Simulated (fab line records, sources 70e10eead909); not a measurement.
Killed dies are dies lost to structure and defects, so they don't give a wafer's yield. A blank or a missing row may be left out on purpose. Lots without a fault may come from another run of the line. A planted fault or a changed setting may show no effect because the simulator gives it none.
Chamber matching | flow nand_harc | NHARC_A_STAIRCASE_DEP_151 on pecvd-02: 3 sister chambers
The step deposits SiO2, target thk 3800 nm. 3 wafers are shown with their chamber, then 8 later ones without.

WAFERS WITH THEIR CHAMBER
wafer  | chamber | heater_power_w (W)
L077.5 | 2       | 593
L082.5 | 1       | 594
L089.4 | 0       | 686

WAFERS WITHOUT THEIR CHAMBER
wafer  | heater_power_w (W)
L089.5 | 596
L089.6 | 530
L093.1 | 718
L093.2 | 624
L093.3 | 747
L091.1 | 705
L091.3 | 645
L091.6 | 691

WHICH CHAMBER EACH WENT THROUGH
wafer  | from the rows above          | in truth
L089.5 | can't be placed: 1 or 2      | 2
L089.6 | can't be placed: 2 or 1      | 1
L093.1 | 0                            | 0
L093.2 | can't be placed: 1 or 2 or 0 | 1
L093.3 | 0                            | 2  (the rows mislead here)
L091.1 | 0                            | 0
L091.3 | can't be placed: 0 or 1 or 2 | 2
L091.6 | 0                            | 0
Placed correctly: 3 of 8. Can't be placed from these rows: 4 (the true chamber is among the candidates in 4). Placed wrongly: 1.
How it was worked out, from the rows above alone: a wafer's distance from a chamber is the root of the sum, over the readings, of the square of ((its reading less the chamber's mean) divided by the reading's scatter). The wafer belongs to the nearest chamber; if the next one is less than 2 further off, it can't be placed. A chamber's mean is the mean of its shown wafers. The scatter: with one shown wafer a chamber, the root of the mean of the squares of how far each hidden wafer lies from its nearest shown one.
